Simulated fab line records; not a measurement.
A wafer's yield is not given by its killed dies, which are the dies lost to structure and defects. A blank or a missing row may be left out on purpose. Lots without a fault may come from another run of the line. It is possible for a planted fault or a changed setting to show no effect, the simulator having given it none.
fab line records | flow nandHarc
[record] lots = 11 | wafers = 33 | lastDay = 33
route steps=1302 shown P_M1@300
lots with no fault: from the same line, run without faults
startH: hours from the record's first day to the start of the lot's first wafer shown | waitH: hours from the lot's prior step to this one | " unchanged from the row above | L1.1+2: a single row standing in for several wafers | - no value, or no start was given | * or withheld: withheld | < > ~ a bound
route shown NAME@n: a module of which the file shows steps, and the number in the route of the first | usual: mean/standard deviation taken from wafers without a fault | same: alike in all rows | chamber/n: place in a boat | sites: per-site readings | _std_site: their standard deviation | _edge_site: outer sites' mean less inner sites' | radiusMm: for every site, how far away it sits from the centre of the wafer | mask NAME#n: copy n | behind: the tool/chamber that last shaped the wafer | hold: the reason the lot was held/the length of the hold in hours/how it ended | device: transistor that didn't switch, given as n, p or np | end of line: tests run on the same wafers once the route is complete | a step given without rows: its recipe and nothing more | killed: at the first sort, the dies lost to defects and structure; wafer yield is something else | map: the dies of a wafer, with x for killed, . for not killed, _ for no die there
set.NAME: setting as actually run; set.NAME@STEP: the setting as run at that earlier step | model.NAME: the simulator's own value behind a step, which no gauge read
a sample of lots followed through the steps of the route, with each step as a table and each wafer as a row
services: when a tool's chamber went out of use (startH, in hours from the record's first day, below 0 if earlier), for how many hours, and the reason
[[steps]]
[step NHARC_P_M1_ETCH_15]
[recipe] targetDepthA = 1825 | timeS = 91.2 | c4f8FlowSccm = withheld | arFlowSccm = 400 | rfW = 600 | biasW = 300 | chemistry = C4F8/Ar
[usual] oesProductAu = 0.954/0.019 | rfVppV = 439.4/2.2
lot.wafer | tool       | chamber | startH | waitH | oesProductAu | rfHoursCounterH | rfVppV
L569.3    | rieDiel-03 | 3       | -      | -     | 0.975        | 4               | 444.2
L569.4    | "          | 2       | "      | "     | 0.969        | 6               | 445.3
L569.6    | "          | 0       | "      | "     | 0.993        | -               | 442.3
L570.1    | rieDiel-06 | 1       | -      | -     | 0.958        | 1               | 436.4
L570.2    | "          | 2       | "      | "     | 0.949        | 1               | 442.8
L570.6    | "          | 1       | "      | "     | 0.972        | -               | 434.7
L571.3    | rieDiel-13 | 0       | -      | -     | 0.935        | 9               | 439.0
L571.5    | "          | 0       | "      | "     | 0.946        | -               | 438.1
L571.6    | "          | 1       | "      | "     | 0.970        | -               | 440.7
L573.2    | rieDiel-03 | 1       | -      | -     | 0.926        | 21              | 440.3
L573.4    | "          | 2       | "      | "     | 0.986        | 18              | 443.1
L573.5    | "          | 1       | "      | "     | 0.922        | -               | 438.4
L576.3    | rieDiel-06 | 1       | -      | -     | 0.964        | 6               | 438.1
L576.4    | "          | 3       | "      | "     | 0.974        | 6               | 441.7
L576.5    | "          | 2       | "      | "     | 0.948        | -               | 443.0
L578.4    | rieDiel-06 | 0       | -      | -     | 0.973        | 8               | 438.4
L578.2    | "          | 2       | "      | "     | 0.952        | 8               | 442.0
L578.6    | "          | 0       | "      | "     | 0.968        | -               | 439.4
L579.2    | rieDiel-06 | 3       | -      | -     | 0.915        | 9               | 440.3
L579.6    | "          | 1       | "      | "     | 0.924        | -               | 436.2
L579.5    | "          | 2       | "      | "     | 0.909        | -               | 441.3
L588.3    | rieDiel-13 | 1       | -      | -     | 0.941        | 12              | 439.6
L588.1    | "          | 2       | "      | "     | 0.942        | 11              | 437.1
L588.2    | "          | 3       | "      | "     | 0.959        | 10              | 439.6
L589.4    | rieDiel-06 | 0       | -      | -     | 0.948        | 2               | 438.7
L589.1    | "          | 1       | "      | "     | 0.962        | 2               | 436.3
L589.6    | "          | 0       | "      | "     | 0.954        | -               | 439.3
L590.2    | rieDiel-06 | 0       | -      | -     | 0.969        | 4               | 438.5
L590.6    | "          | 0       | "      | "     | 0.962        | -               | 438.9
L590.5    | "          | 1       | "      | "     | 0.958        | -               | 438.3
L591.2    | rieDiel-06 | 0       | -      | -     | 0.965        | 4               | 437.7
L591.3    | "          | 1       | "      | "     | 0.961        | 3               | 437.1
L591.5    | "          | 1       | "      | "     | 0.956        | -               | 437.2
[step NHARC_P_M1_STRIP_18]
[recipe] powerW = 1000 | n2FlowSccm = 150 | h2FlowSccm = 150 | arFlowSccm = 0 | biasW = 0 | chemistry = N2/H2
[usual] drypumpMotorCurrentA = 5.7/0.48 | oesProductAu = 0.995/0.0083 | rfVppV = 90.5/0.86 | showerheadPlenumPTorr = 1.99/0.062 | throttleValvePct = 14.171/0.0095
lot.wafer | tool       | chamber | startH | waitH | drypumpMotorCurrentA | oesProductAu | rfHoursCounterH | rfVppV | showerheadPlenumPTorr | throttleValvePct
L569.4    | rieDiel-13 | 1       | 133.62 | 0.1   | 5.0                  | 0.989        | 7               | 91.3   | 2.01                  | 14.180
L569.3    | "          | 2       | "      | "     | 6.2                  | 1.005        | 8               | 88.6   | 1.93                  | 14.170
L569.6    | "          | 0       | "      | "     | 5.8                  | 1.001        | -               | 91.2   | 1.95                  | 14.177
L570.1    | rieDiel-13 | 3       | 150.27 | 0.1   | 5.1                  | 0.997        | 9               | 91.1   | 2.02                  | 14.167
L570.2    | "          | 0       | "      | "     | 5.8                  | 0.987        | 9               | 90.2   | 1.95                  | 14.169
L570.6    | "          | 2       | "      | "     | 6.2                  | 0.998        | -               | 89.9   | 1.93                  | 14.163
L571.3    | rieDiel-06 | 2       | 154.83 | 0.1   | 6.0                  | 0.992        | 1               | 90.2   | 2.06                  | 14.179
L571.5    | "          | 3       | "      | "     | 5.3                  | 0.988        | -               | 91.1   | 2.05                  | 14.170
L571.6    | "          | 0       | "      | "     | 6.3                  | 0.996        | -               | 89.7   | 1.97                  | 14.181
L573.2    | rieDiel-06 | 1       | 171.89 | 0.1   | 6.0                  | 0.993        | 2               | 88.9   | 1.89                  | 14.176
L573.4    | "          | 2       | "      | "     | 6.0                  | 0.975        | 2               | 91.2   | 2.06                  | 14.174
L573.5    | "          | 0       | "      | "     | 6.3                  | 0.988        | -               | 89.6   | 1.97                  | 14.167
L576.3    | rieDiel-06 | 0       | 206.87 | 0.1   | 6.3                  | 0.999        | 7               | 89.8   | 1.97                  | 14.157
L576.4    | "          | 2       | "      | "     | 6.0                  | 0.982        | 6               | 92.2   | 2.06                  | 14.167
L576.5    | "          | 1       | "      | "     | 6.0                  | 0.988        | -               | 90.0   | 1.89                  | 14.165
L578.4    | rieDiel-06 | 0       | 225.23 | 0.1   | 6.3                  | 0.999        | 8               | 91.0   | 1.97                  | 14.188
L578.2    | "          | 2       | "      | "     | 6.0                  | 0.982        | 8               | 91.3   | 2.06                  | 14.175
L578.6    | "          | 0       | "      | "     | 6.2                  | 0.989        | -               | 91.0   | 1.97                  | 14.170
L579.2    | rieDiel-13 | 3       | 232.32 | 0.1   | 5.1                  | 1.007        | 4               | 90.3   | 2.02                  | 14.175
L579.6    | "          | 2       | "      | "     | 6.2                  | 0.999        | -               | 91.0   | 1.93                  | 14.158
L579.5    | "          | 3       | "      | "     | 5.1                  | 1.001        | -               | 89.9   | 2.02                  | 14.169
L588.3    | rieDiel-13 | 3       | 326.34 | 0.1   | 5.1                  | 0.998        | 10              | 90.1   | 2.02                  | 14.175
L588.2    | "          | 0       | "      | "     | 5.7                  | 0.995        | 10              | 90.6   | 1.95                  | 14.183
L588.1    | "          | 1       | "      | "     | 5.0                  | 1.000        | 12              | 89.8   | 2.00                  | 14.174
L589.4    | rieDiel-13 | 2       | 340.08 | 0.1   | 6.2                  | 1.004        | 12              | 89.8   | 1.92                  | 14.171
L589.1    | "          | 0       | "      | "     | 5.7                  | 0.991        | 11              | 90.3   | 1.95                  | 14.160
L589.6    | "          | 2       | "      | "     | 6.2                  | 0.998        | -               | 89.5   | 1.92                  | 14.163
L590.2    | rieDiel-03 | 3       | 348.57 | 0.1   | 6.2                  | 0.999        | 18              | 91.6   | 2.13                  | 14.162
L590.6    | "          | 1       | "      | "     | 6.3                  | 0.993        | -               | 90.1   | 2.01                  | 14.181
L590.5    | "          | 2       | "      | "     | 6.0                  | 1.008        | -               | 91.2   | 2.17                  | 14.176
L591.2    | rieDiel-13 | 3       | 352.72 | 0.1   | 5.1                  | 0.994        | 0               | 89.1   | 2.02                  | 14.177
L591.3    | "          | 1       | "      | "     | 5.0                  | 0.993        | 0               | 92.2   | 2.00                  | 14.149
L591.5    | "          | 3       | "      | "     | 5.1                  | 0.996        | -               | 90.7   | 2.02                  | 14.188
[step NHARC_P_M1_ETCH_28]
[recipe] targetDepthA = 300 | overEtchFrac = 0.3 | timeS = 72.99 | ionEnergyEv = 150 | cf4FlowSccm = 50 | n2FlowSccm = 100 | arFlowSccm = 150 | rfW = 300 | biasW = 100 | chemistry = CF4/N2
[usual] drypumpMotorCurrentA = 5.7/0.47 | oesProductAu = 0.994/0.0077 | rfVppV = 313.2/1.6 | showerheadPlenumPTorr = 2.56/0.074 | throttleValvePct = 19.794/0.0089
lot.wafer | tool       | chamber | startH | waitH | drypumpMotorCurrentA | oesProductAu | rfHoursCounterH | rfVppV | showerheadPlenumPTorr | throttleValvePct
L569.3    | rieDiel-13 | 3       | -      | -     | 5.1                  | 1.005        | 8               | 313.7  | 2.60                  | 19.801
L569.4    | "          | 1       | "      | "     | 5.0                  | 0.998        | 7               | 313.8  | 2.59                  | 19.806
L569.6    | "          | 3       | "      | "     | 5.1                  | 0.997        | -               | 314.0  | 2.60                  | 19.807
L570.2    | rieDiel-13 | 3       | -      | -     | 5.1                  | 0.994        | 9               | 313.4  | 2.60                  | 19.786
L570.1    | "          | 0       | "      | "     | 5.7                  | 0.985        | 9               | 313.6  | 2.52                  | 19.794
L570.6    | "          | 2       | "      | "     | 6.2                  | 0.981        | -               | 312.3  | 2.49                  | 19.795
L571.3    | rieDiel-06 | 2       | -      | -     | 6.0                  | 0.991        | 1               | 315.2  | 2.65                  | 19.792
L571.6    | "          | 1       | "      | "     | 6.0                  | 0.994        | -               | 311.5  | 2.44                  | 19.805
L571.5    | "          | 2       | "      | "     | 6.0                  | 0.988        | -               | 313.5  | 2.65                  | 19.790
L573.4    | rieDiel-06 | 2       | -      | -     | 6.0                  | 1.005        | 2               | 313.5  | 2.65                  | 19.797
L573.2    | "          | 3       | "      | "     | 5.3                  | 0.996        | 2               | 314.7  | 2.64                  | 19.790
L573.5    | "          | 1       | "      | "     | 6.0                  | 1.001        | -               | 310.4  | 2.44                  | 19.819
L576.4    | rieDiel-06 | 0       | -      | -     | 6.3                  | 0.991        | 7               | 312.4  | 2.54                  | 19.801
L576.3    | "          | 1       | "      | "     | 6.0                  | 0.998        | 6               | 310.8  | 2.44                  | 19.794
L576.5    | "          | 0       | "      | "     | 6.3                  | 0.988        | -               | 313.4  | 2.54                  | 19.786
L578.2    | rieDiel-06 | 2       | -      | -     | 6.0                  | 0.988        | 8               | 313.3  | 2.65                  | 19.796
L578.4    | "          | 3       | "      | "     | 5.3                  | 0.989        | 9               | 313.2  | 2.64                  | 19.795
L578.6    | "          | 2       | "      | "     | 6.0                  | 1.004        | -               | 314.5  | 2.65                  | 19.794
L579.2    | rieDiel-13 | 3       | -      | -     | 5.1                  | 0.994        | 4               | 313.7  | 2.60                  | 19.809
L579.6    | "          | 1       | "      | "     | 5.0                  | 0.993        | -               | 313.1  | 2.58                  | 19.802
L579.5    | "          | 2       | "      | "     | 6.2                  | 1.007        | -               | 313.7  | 2.49                  | 19.792
L588.3    | rieDiel-13 | 3       | -      | -     | 5.1                  | 1.006        | 10              | 312.2  | 2.60                  | 19.805
L588.2    | "          | 1       | "      | "     | 5.0                  | 0.997        | 12              | 313.1  | 2.58                  | 19.809
L588.1    | "          | 2       | "      | "     | 6.2                  | 0.995        | 11              | 312.0  | 2.49                  | 19.796
L589.1    | rieDiel-13 | 2       | -      | -     | 6.2                  | 0.990        | 12              | 312.1  | 2.49                  | 19.781
L589.4    | "          | 1       | "      | "     | 5.0                  | 1.001        | 13              | 315.0  | 2.58                  | 19.802
L589.6    | "          | 3       | "      | "     | 5.1                  | 0.993        | -               | 314.5  | 2.60                  | 19.776
L590.2    | rieDiel-03 | 1       | -      | -     | 6.3                  | 0.989        | 19              | 313.8  | 2.58                  | 19.797
L590.5    | "          | 0       | "      | "     | 6.1                  | 1.003        | -               | 314.9  | 2.61                  | 19.779
L590.6    | "          | 1       | "      | "     | 6.3                  | 0.987        | -               | 314.3  | 2.58                  | 19.801
L591.3    | rieDiel-13 | 2       | -      | -     | 6.2                  | 0.997        | 0               | 313.8  | 2.49                  | 19.795
L591.2    | "          | 1       | "      | "     | 5.0                  | 0.988        | 0               | 314.2  | 2.58                  | 19.792
L591.5    | "          | 1       | "      | "     | 5.0                  | 0.987        | -               | 314.7  | 2.58                  | 19.807
[step NHARC_P_M1_ECD_22]
[recipe] targetThkA = 4000 | bathTempC = 25 | material = Cu
lot.wafer  | tool     | chamber | startH | waitH
L569.3+4+6 | ecdCu-01 | 1,0,0   | 134.67 | -
L570.1+2+6 | ecdCu-02 | 1,0,1   | 151.26 | -
L571.3+6+5 | ecdCu-02 | 0,0,1   | 155.85 | -
L573.2+4+5 | ecdCu-01 | 0,0,1   | 172.90 | -
L576.3+4+5 | ecdCu-02 | 1,0,1   | 207.97 | -
L578.2+4+6 | ecdCu-02 | 0,1,0   | 226.45 | -
L579.2+6+5 | ecdCu-02 | 0,0,1   | 233.29 | -
L588.2+1+3 | ecdCu-02 | 0,1,0   | 327.30 | -
L589.1+4+6 | ecdCu-02 | 0,1,1   | 341.13 | -
L590.2+6+5 | ecdCu-01 | 0,1,0   | 349.62 | -
L591.2+3+5 | ecdCu-01 | 1       | 353.82 | -
[step NHARC_P_M1_CMP_23]
[recipe] tOverpolishS = 20 | targetThkNm = 157.82
[usual] motorCurrentA = 12.5/1.2 | padLifeWafers = 200/100 | timeToEndpointS = 28.9/2.3
lot.wafer | tool   | chamber | startH | waitH | motorCurrentA | padLifeWafers | timeToEndpointS
L569.4    | cmp-01 | 0       | 135.32 | -     | 12.6          | 145           | 27.2
L569.3    | "      | 2       | "      | "     | 12.8          | 147           | 28.1
L569.6    | "      | 0       | "      | "     | 11.6          | -             | 27.8
L570.1    | cmp-03 | 2       | 152.04 | -     | 14.5          | 314           | 26.1
L570.2    | "      | 3       | "      | "     | 12.4          | 315           | 25.7
L570.6    | "      | 0       | "      | "     | 11.8          | -             | 31.4
L571.3    | cmp-03 | 3       | 156.51 | -     | 12.0          | 331           | 27.5
L571.6    | "      | 2       | "      | "     | 14.4          | -             | 26.9
L571.5    | "      | 3       | "      | "     | 12.7          | -             | 26.7
L573.2    | cmp-03 | 1       | 173.62 | -     | 11.2          | 30            | 30.9
L573.4    | "      | 3       | "      | "     | 12.1          | 32            | 28.3
L573.5    | "      | 1       | "      | "     | 11.4          | -             | 31.1
L576.3    | cmp-02 | 1       | 208.62 | -     | 12.9          | 271           | 29.8
L576.4    | "      | 3       | "      | "     | 10.8          | 273           | 29.3
L576.5    | "      | 0       | "      | "     | 11.2          | -             | 33.3
L578.2    | cmp-01 | 0       | 227.20 | -     | 12.3          | 127           | 42.2
L578.4    | "      | 2       | "      | "     | 12.9          | 129           | 24.0
L578.6    | "      | 3       | "      | "     | 14.0          | -             | 27.3
L579.2    | cmp-01 | 3       | 234.04 | -     | 13.8          | 163           | 43.3
L579.6    | "      | 2       | "      | "     | 12.7          | -             | 27.0
L579.5    | "      | 3       | "      | "     | 13.2          | -             | 27.1
L588.1    | cmp-01 | 2       | 328.03 | -     | 12.8          | 156           | 27.8
L588.2    | "      | 3       | "      | "     | 12.9          | 157           | 29.2
L588.3    | "      | 0       | "      | "     | 13.0          | 158           | 29.1
L589.1    | cmp-02 | 1       | 341.80 | -     | 13.4          | 18            | 32.3
L589.4    | "      | 2       | "      | "     | 13.6          | 19            | 30.6
L589.6    | "      | 2       | "      | "     | 13.7          | -             | 29.8
L590.2    | cmp-01 | 2       | 350.44 | -     | 12.3          | 237           | 27.7
L590.5    | "      | 3       | "      | "     | 13.3          | -             | 30.4
L590.6    | "      | 0       | "      | "     | 12.2          | -             | 27.6
L591.2    | cmp-02 | 3       | 354.50 | -     | 10.7          | 78            | 26.8
L591.3    | "      | 0       | "      | "     | 11.8          | 79            | 29.5
L591.5    | "      | 3       | "      | "     | 10.4          | -             | 27.1
[[services]]
tool       | chamber | startH | hours | kind
cmp-01     | -       | 118.46 | 7.6   | repair
rieDiel-06 | -       | 130.20 | 9.0   | pm
rieDiel-03 | 2       | 138.41 | 1.8   | repair
cmp-01     | -       | 157.45 | 3.4   | repair
ecdCu-01   | -       | 160.66 | 8.0   | pm
cmp-01     | -       | 162.62 | 0.7   | repair
rieDiel-13 | -       | 165.00 | 9.0   | pm
ecdCu-01   | -       | 175.09 | 1.5   | repair
cmp-01     | -       | 185.50 | 4.0   | pm
ecdCu-01   | -       | 199.16 | 1.1   | repair
rieDiel-13 | 0       | 205.88 | 2.7   | repair
rieDiel-13 | 3       | 212.98 | 2.3   | repair
ecdCu-01   | -       | 216.61 | 12.4  | repair
rieDiel-03 | 0       | 225.56 | 13.9  | repair
cmp-01     | -       | 226.40 | 0.6   | repair
rieDiel-13 | 3       | 236.75 | 9.1   | repair
cmp-01     | -       | 240.47 | 2.1   | repair
ecdCu-02   | -       | 244.00 | 8.0   | pm
cmp-01     | -       | 259.44 | 0.5   | repair
rieDiel-06 | 2       | 262.08 | 8.7   | repair
cmp-01     | -       | 283.50 | 4.0   | pm
rieDiel-06 | -       | 307.20 | 9.0   | pm
rieDiel-06 | 1       | 322.10 | 6.5   | repair
rieDiel-13 | -       | 342.00 | 9.0   | pm
[[key]]
[firstSign] step = NHARC_P_M1_CMP_23 | reading = timeToEndpointS | direction = up | sigmas = 5.9 | usual = * | struck = *
effect none on later readings
metAt NHARC_P_M1_ECD_22
struckLots L578,L579
struckWafers L578.2,L579.2
notActingAt NHARC_P_M1_ETCH_15,NHARC_P_M1_STRIP_18,NHARC_P_M1_ETCH_28
onsetBetween 207.97 226.45
[fault] kind = processParameterDrift | tool = ecdCu-02 | chamber = - | onsetH = 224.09 | steps = NHARC_P_M1_ECD_22 | channel = targetThkA | offset = * | shape = step | endH = 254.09 | scope = struckWafersOnly | actsIn = * | stated = *
